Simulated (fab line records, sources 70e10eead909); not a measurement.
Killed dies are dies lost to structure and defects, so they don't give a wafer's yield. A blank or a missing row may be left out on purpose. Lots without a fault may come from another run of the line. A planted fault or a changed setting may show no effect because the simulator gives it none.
Which tool did it? | flow nand_harc | 11 lots, 33 wafers sampled, at 6 steps of a route of 1302

WHAT THE GAUGES READ, wafer by wafer
NHARC_A_CHANNEL_HOLE_D1_INSPECT_40. Usual: raw_defect_count 73, standard deviation 28.
lot  | measured     | on                | raw_defect_count | flag
L800 | day 8 22:22  | defect_inspect-01 | 50 30 58         |
L802 | day 9 12:14  | defect_inspect-01 | 122 82 70        |
L804 | day 10 05:19 | defect_inspect-02 | 44 47 53         |
L803 | day 10 09:22 | defect_inspect-02 | 86 74 100        |
L811 | day 13 08:30 | defect_inspect-01 | 667 57 705       | OFF
L817 | day 16 09:35 | defect_inspect-01 | 76 86 78         |
L818 | day 16 12:14 | defect_inspect-01 | 92 67 101        |
L819 | day 17 00:54 | defect_inspect-02 | 72 90 61         |
L820 | day 17 14:14 | defect_inspect-02 | 67 61 53         |
L822 | day 17 19:57 | defect_inspect-02 | 53 36 29         |
L821 | day 17 22:02 | defect_inspect-01 | 66 56 73         |

NHARC_END_SORT_01. Usual: killed_at_array 54, standard deviation 12; killed_at_other 0.7, standard deviation 1.1; killed_at_periphery 3.9, standard deviation 2.8; killed_dies 59, standard deviation 13; killed_open 3.4, standard deviation 2; killed_short 2.5, standard deviation 1.7.
lot  | measured     | on        | killed_at_array | killed_at_other | killed_at_periphery | killed_dies | killed_open | killed_short | flag
L811 | day 28 19:32 | prober-01 | 108 56 124      | 0 0 0           | 5 6 2               | 113 62 126  | 3 5 6       | 1 3 5        | OFF

WHICH TOOL RAN EACH LOT (tool, then ch and the chambers of the sampled wafers, then the start)
lot  | NHARC_A_CHANNEL_HOLE_D1_ETCH_25  | NHARC_A_CHANNEL_HOLE_D1_STRIP_27   | NHARC_A_CHANNEL_HOLE_D1_XSEM_31 | NHARC_A_CHANNEL_FILL_D1_ALD_02
L800 | har_etch-01 ch 0,1, day 8 19:32  | rie_diel-10 ch 1,2,3, day 8 21:32  | xsem-01 ch 0, day 8 22:17       | ald_hk-03 ch 0,1,3, day 8 22:34
L802 | har_etch-02 ch 1, day 9 09:35    | rie_diel-01 ch 1,2,3, day 9 11:28  | xsem-01 ch 0, day 9 12:08       | ald_hk-01 ch 0,2,3, day 9 12:35
L804 | har_etch-01 ch 0,1, day 10 02:38 | rie_diel-06 ch 1,3, day 10 04:26   | xsem-01 ch 0, day 10 05:13      | ald_hk-04 ch 0,1,2, day 10 08:04
L803 | har_etch-02 ch 0,1, day 10 06:32 | rie_diel-10 ch 0,1,3, day 10 08:31 | xsem-02 ch 0, day 10 09:16      | ald_hk-04 ch 0,2,3, day 10 09:38
L811 | har_etch-01 ch 0,1, day 13 05:58 | rie_diel-10 ch 1,2, day 13 07:34   | xsem-01 ch 0, day 13 08:24      | ald_hk-03 ch 0,1,3, day 13 08:54
L817 | har_etch-01 ch 0,1, day 16 07:04 | rie_diel-10 ch 2,3, day 16 08:42   | xsem-01 ch 0, day 16 09:29      | ald_hk-04 ch 2,3, day 16 09:51
L818 | har_etch-02 ch 0,1, day 16 09:32 | rie_diel-10 ch 0,2,3, day 16 11:27 | xsem-02 ch 0, day 16 12:08      | ald_hk-04 ch 0,1, day 16 12:27
L819 | har_etch-01 ch 0,1, day 16 22:13 | rie_diel-10 ch 0,2, day 17 00:01   | xsem-02 ch 0, day 17 00:49      | ald_hk-01 ch 0,1,3, day 17 01:13
L820 | har_etch-01 ch 0,1, day 17 11:16 | rie_diel-10 ch 1,2,3, day 17 13:22 | xsem-01 ch 0, day 17 14:08      | ald_hk-04 ch 0,1,3, day 17 14:26
L822 | har_etch-02 ch 0,1, day 17 17:35 | rie_diel-10 ch 0,1, day 17 19:07   | xsem-02 ch 0, day 17 19:52      | ald_hk-01 ch 0,3, day 17 20:13
L821 | har_etch-01 ch 0,1, day 17 19:14 | rie_diel-10 ch 1,2, day 17 21:10   | xsem-01 ch 0, day 17 21:57      | ald_hk-04 ch 1,3, day 17 22:14
- NHARC_A_CHANNEL_HOLE_D1_ETCH_25: etches the open film in C4F8/O2/Ar, time 1040.2 s, target depth 1500 nm.
- NHARC_A_CHANNEL_HOLE_D1_STRIP_27: strips in O2.
- NHARC_A_CHANNEL_HOLE_D1_XSEM_31
- NHARC_A_CHANNEL_FILL_D1_ALD_02: deposits SiO2, target thk 6 nm, pulse time 10 s, ald cycles 60.

WHAT THE TOOLS THEMSELVES READ (means of the sampled wafers that have a number; where no wafer has one, the mark that the record gives instead)
NHARC_A_CHANNEL_HOLE_D1_ETCH_25. Usual: drypump_motor_current_A 6.1 A, standard deviation 0.45; showerhead_plenum_p_Torr 3.60 Torr, standard deviation 0.11; throttle_valve_pct 32.235 %, standard deviation 0.0085.
lot  | tool        | drypump_motor_current_A (A) | showerhead_plenum_p_Torr (Torr) | throttle_valve_pct (%) | flag
L800 | har_etch-01 | 6.5                         | 3.60                            | 32.235                 |
L802 | har_etch-02 | 5.7                         | 3.53                            | 32.235                 |
L804 | har_etch-01 | 6.5                         | 3.59                            | 32.234                 |
L803 | har_etch-02 | 5.6                         | 3.57                            | 32.236                 |
L811 | har_etch-01 | 6.4                         | 3.63                            | 32.234                 |
L817 | har_etch-01 | 6.4                         | 3.61                            | 32.236                 |
L818 | har_etch-02 | 5.6                         | 3.53                            | 32.228                 |
L819 | har_etch-01 | 6.4                         | 3.60                            | 32.242                 |
L820 | har_etch-01 | 6.4                         | 3.60                            | 32.236                 |
L822 | har_etch-02 | 5.6                         | 3.72                            | 32.232                 |
L821 | har_etch-01 | 6.5                         | 3.53                            | 32.240                 |

NHARC_A_CHANNEL_HOLE_D1_STRIP_27. Usual: drypump_motor_current_A 5.9 A, standard deviation 0.38; oes_product_au 1.006 a.u., standard deviation 0.011; rf_vpp_V 57.4 V, standard deviation 0.84; showerhead_plenum_p_Torr 3.40 Torr, standard deviation 0.097; throttle_valve_pct 17.036 %, standard deviation 0.0087.
lot  | tool        | drypump_motor_current_A (A) | oes_product_au (a.u.) | rf_vpp_V (V) | showerhead_plenum_p_Torr (Torr) | throttle_valve_pct (%) | flag
L800 | rie_diel-10 | 5.9                         | 1.013                 | 56.6         | 3.38                            | 17.031                 |
L802 | rie_diel-01 | 5.9                         | 0.991                 | 56.8         | 3.53                            | 17.033                 |
L804 | rie_diel-06 | 5.9                         | 1.001                 | 56.8         | 3.32                            | 17.036                 |
L803 | rie_diel-10 | 5.9                         | 1.017                 | 57.8         | 3.39                            | 17.032                 |
L811 | rie_diel-10 | 6.1                         | 1.007                 | 57.7         | 3.38                            | 17.027                 |
L817 | rie_diel-10 | 5.6                         | 1.007                 | 57.5         | 3.34                            | 17.034                 |
L818 | rie_diel-10 | 5.7                         | 0.996                 | 57.4         | 3.36                            | 17.034                 |
L819 | rie_diel-10 | 5.9                         | 0.991                 | 57.4         | 3.37                            | 17.037                 |
L820 | rie_diel-10 | 5.9                         | 1.007                 | 57.6         | 3.37                            | 17.042                 |
L822 | rie_diel-10 | 6.2                         | 1.013                 | 57.8         | 3.41                            | 17.038                 |
L821 | rie_diel-10 | 6.1                         | 1.007                 | 56.2         | 3.38                            | 17.041                 |

NHARC_A_CHANNEL_HOLE_D1_XSEM_31. Usual: bot_cd_nm 73.8 nm, standard deviation 1.9; bow_nm 8.69 nm, standard deviation 0.25; tilt_deg 0.09 degrees, standard deviation 0.047.
lot  | tool    | bot_cd_nm (nm) | bow_nm (nm) | tilt_deg (degrees) | flag
L800 | xsem-01 | 74.2           | 8.85        | 0.00               |
L802 | xsem-01 | 77.3           | 8.56        | 0.07               |
L804 | xsem-01 | 74.5           | 8.67        | 0.20               |
L803 | xsem-02 | 75.0           | 8.82        | 0.08               |
L811 | xsem-01 | 72.2           | 8.54        | 0.08               |
L817 | xsem-01 | 71.8           | 8.50        | 0.09               |
L818 | xsem-02 | 73.5           | 9.00        | 0.13               |
L819 | xsem-02 | 74.0           | 8.59        | 0.12               |
L820 | xsem-01 | 72.3           | 8.34        | 0.03               |
L822 | xsem-02 | 73.3           | 8.80        | 0.04               |
L821 | xsem-01 | 73.4           | 8.63        | 0.13               |

NHARC_A_CHANNEL_FILL_D1_ALD_02. Usual: heater_power_w 498 W, standard deviation 39; precursor_pulse_height_rel 0.999, standard deviation 0.019.
lot  | tool      | heater_power_w (W) | precursor_pulse_height_rel | flag
L800 | ald_hk-03 | 501                | 0.992                      |
L802 | ald_hk-01 | 486                | 0.999                      |
L804 | ald_hk-04 | 520                | 1.006                      |
L803 | ald_hk-04 | 522                | 0.988                      |
L811 | ald_hk-03 | 487                | 1.004                      |
L817 | ald_hk-04 | 544                | 0.995                      |
L818 | ald_hk-04 | 501                | 1.014                      |
L819 | ald_hk-01 | 489                | 0.998                      |
L820 | ald_hk-04 | 503                | 1.003                      |
L822 | ald_hk-01 | 462                | 0.982                      |
L821 | ald_hk-04 | 488                | 1.022                      |

THE ANSWER, worked out from the rows above alone
Rule: a lot is off if the mean of its wafers that have a number lies more than 3 standard deviations from the usual mean. A lot without any number at a reading at which 4 lots or more have one is off too. The other lots that the step has rows for count as sound. The gauges are gone through in route order, then the tools' own readings, and for those a lot's mean is taken as printed above. The first step at which some lot is off is used, and at that step the reading that is off furthest; a lot without a number counts as furthest.
Off: L811, at NHARC_A_CHANNEL_HOLE_D1_INSPECT_40 (raw_defect_count).
A tool fits if, at a process step before that reading, it ran every lot that is off, and no sound lot after the first of them. The gauges at NHARC_A_CHANNEL_HOLE_D1_INSPECT_40 aren't tried: what is off there is off at NHARC_END_SORT_01 too, on other tools, and a gauge's error can't cause that. None of those tried fits.

WHAT THE SIMULATOR HAD PUT IN
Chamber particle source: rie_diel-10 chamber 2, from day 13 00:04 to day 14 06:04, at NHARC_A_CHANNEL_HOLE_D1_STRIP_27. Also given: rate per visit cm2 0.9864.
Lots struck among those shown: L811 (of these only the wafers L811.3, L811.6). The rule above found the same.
